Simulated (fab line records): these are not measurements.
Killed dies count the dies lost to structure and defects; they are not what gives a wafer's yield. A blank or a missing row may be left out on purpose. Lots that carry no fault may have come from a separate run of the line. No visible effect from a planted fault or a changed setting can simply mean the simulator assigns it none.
2 desks, one fault ; flow n5_finfet ; every desk sees just its own numbers, and what lay behind them comes last

== TOOL OWNER'S DESK, pecvd-04 ==
The tool's own readings at N5_GATE_CUT_PECVD_57 (deposits SiNx from SiH4/NH3/N2, target thk 21 nm): means of the sampled wafers that have a number, for each lot that ran on this tool. Any lot whose mean is over 4 standard deviations away from the usual mean is out of limits and marked OUT; that distance is given in the brackets.
Columns: A = heater_power_outer_w at N5_GATE_CUT_PECVD_57, usual 404 W; B = heater_power_w at N5_GATE_CUT_PECVD_57, usual 674 W; C = rf_fwd_power_W at N5_GATE_CUT_PECVD_57, usual 297.9 W; D = showerhead_plenum_p_Torr at N5_GATE_CUT_PECVD_57, usual 5.15 Torr; E = throttle_valve_pct at N5_GATE_CUT_PECVD_57, usual 40.7 %
lot;first seen here;A;B;C;D;E
L493;day 4 09:33;368;644;297.2;5.18;39.9
L495;day 4 22:48;422;699;297.5;5.12;40.3
L500;day 6 04:16;408;689;298.1;5.12;40.5
L501;day 6 08:26;400;678;297.6;5.13;40.4
L503;day 7 00:11;348;618;297.7;5.15;40.0
L506;day 7 19:01;432;705;298.4;5.05;41.1
Result from this desk: across the 6 lots, nothing is out of limits.

== THE DEFECT DESK ==
Inspection counts along the route, by lot: the mean over sampled wafers that carry a number. Any lot whose mean is over 4 standard deviations away from the usual mean is out of limits and marked OUT; that distance is given in the brackets.
Columns: A = raw_defect_count at N5_HKMG_FIN_INSPECT_28, usual 35
lot;first seen here;A
L493;day 4 06:43;33
L495;day 4 19:58;28
L497;day 5 06:42;31
L500;day 6 01:25;27
L501;day 6 05:35;53
L502;day 6 11:46;38
L503;day 6 21:19;36
L506;day 7 16:05;32
L513;day 9 05:25;39
L514;day 9 12:49;42
Result from this desk: across the 10 lots, nothing is out of limits.

== BROUGHT TOGETHER ==
The tool owner's desk saw nothing out of limits.
No out-of-limits result turned up at the defect desk.

== WHAT WAS PUT IN BY THE SIMULATOR ==
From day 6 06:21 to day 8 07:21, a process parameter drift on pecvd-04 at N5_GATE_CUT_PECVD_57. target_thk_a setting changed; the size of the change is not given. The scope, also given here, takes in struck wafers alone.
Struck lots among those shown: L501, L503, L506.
